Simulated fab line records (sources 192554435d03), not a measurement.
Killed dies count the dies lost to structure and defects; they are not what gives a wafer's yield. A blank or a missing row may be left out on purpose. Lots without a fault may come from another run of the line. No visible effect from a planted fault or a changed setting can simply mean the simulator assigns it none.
Matching of chambers | flow n5 finfet | 3 sister chambers for N5_MOL_CONTACT_COAG_ALD_131 on ald sin-04
The step deposits SiO2, target thk 5 nm, pulse time 1 s, co reactant pulse time 1 s. 16 wafers are shown with their chamber, then 8 later ones without.

## WAFERS PAIRED WITH THEIR CHAMBERS
wafer  | chamber | heater power w (W) | precursor pulse height rel
L075.3 | 2       | 71                 | 1.009
L075.4 | 0       | 77                 | 0.995
L075.6 | 2       | 70                 | 0.998
L076.1 | 3       | 82                 | 0.997
L076.2 | 0       | 73                 | 0.980
L076.6 | 2       | 71                 | 1.027
L078.1 | 2       | 71                 | 1.005
L078.2 | 3       | 80                 | 1.019
L078.4 | 2       | 67                 | 1.006
L082.2 | 0       | 74                 | 0.977
L082.4 | 3       | 79                 | 1.016
L082.5 | 2       | 68                 | 0.993
L087.3 | 3       | 78                 | 1.000
L087.4 | 0       | 74                 | 0.995
L087.6 | 3       | 79                 | 0.994
L088.1 | 2       | 71                 | 0.997

SIGNATURES (means of the wafers above)
reading                    | chamber 0 | chamber 2 | chamber 3 | scatter within a chamber
heater power w             | 74.50     | 69.86     | 79.60     | 1.64
precursor pulse height rel | 0.98675   | 1.00500   | 1.00520   | 0.011
Rule: for each reading, subtract the chamber's mean from the wafer's reading, divide by that reading's scatter and square the result; add these up over the readings and take the root, which gives the wafer's distance from the chamber. The wafer belongs to the nearest chamber; if the next one is less than 2 further off, it can't be placed. The scatter: take each reading less its chamber's mean, square it, sum over the shown wafers, divide by the number of wafers less the number of chambers, and take the root.

## WAFERS WHOSE CHAMBER IS MISSING
wafer  | heater power w (W) | precursor pulse height rel
L088.3 | 73                 | 1.006
L088.4 | 80                 | 0.983
L090.1 | 75                 | 1.034
L090.2 | 71                 | 0.986
L090.4 | 75                 | 0.985
L094.1 | 77                 | 1.013
L094.3 | 76                 | 0.997
L094.5 | 75                 | 0.997

## WHICH CHAMBER EACH ONE RAN IN
wafer  | from the rows above          | in truth
L088.3 | can't be placed: 2 or 0      | 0
L088.4 | can't be placed: 3 or 0      | 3
L090.1 | can't be placed: 3 or 2 or 0 | 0
L090.2 | can't be placed: 2 or 0      | 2
L090.4 | 0                            | 0
L094.1 | can't be placed: 3 or 0      | 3
L094.3 | can't be placed: 0 or 3      | 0
L094.5 | can't be placed: 0 or 3      | 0
Correctly placed: 1 of 8. Unplaceable from these rows: 7, with the true chamber sitting among the candidates in 7. Placed wrongly: 0.
